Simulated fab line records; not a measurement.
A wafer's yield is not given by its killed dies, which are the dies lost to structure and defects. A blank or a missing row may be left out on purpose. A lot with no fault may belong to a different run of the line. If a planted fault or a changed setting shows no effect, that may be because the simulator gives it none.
Matching of chambers -- flow n5_finfet -- N5_BEOL_M4_ALD_98 on ald_sin-01 has 4 sister chambers
The step deposits SiO2, target thk 2.5 nm, pulse time 1 s, co reactant pulse time 1 s. 4 wafers are shown with their chamber, then 10 later ones without.

## EACH WAFER AND ITS CHAMBER
wafer,chamber,heater_power_w (W)
L086.4,3,92
L091.2,0,60
L091.3,1,76
L092.5,2,74

## WAFERS WITH NO CHAMBER GIVEN
wafer,heater_power_w (W)
L092.6,90
L094.2,59
L094.5,75
L094.6,79
L095.2,74
L095.4,75
L095.6,91
L096.1,75
L096.2,59
L096.3,77

## WHICH CHAMBER EACH ONE RAN IN
wafer,from the rows above,in truth
L092.6,3,3
L094.2,0,0
L094.5,can't be placed: 1 or 2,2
L094.6,can't be placed: 1 or 2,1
L095.2,can't be placed: 2 or 1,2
L095.4,can't be placed: 1 or 2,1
L095.6,3,3
L096.1,can't be placed: 1 or 2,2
L096.2,0,0
L096.3,can't be placed: 1 or 2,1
Correct placement for 4 of the 10. Can't be placed from these rows: 6 (the true chamber is among the candidates in 6). Number placed wrongly: 0.
How it was worked out, from the rows above alone: a wafer's distance from a chamber is the root of the sum, over the readings, of the square of ((its reading less the chamber's mean) divided by the reading's scatter). If the next closest chamber is less than 2 further off than the closest, the wafer can't be placed; otherwise it belongs to the closest. For every chamber, the mean is computed from those of its wafers that are shown. The scatter: with one shown wafer a chamber, the root of the mean of the squares of how far each hidden wafer lies from its nearest shown one.
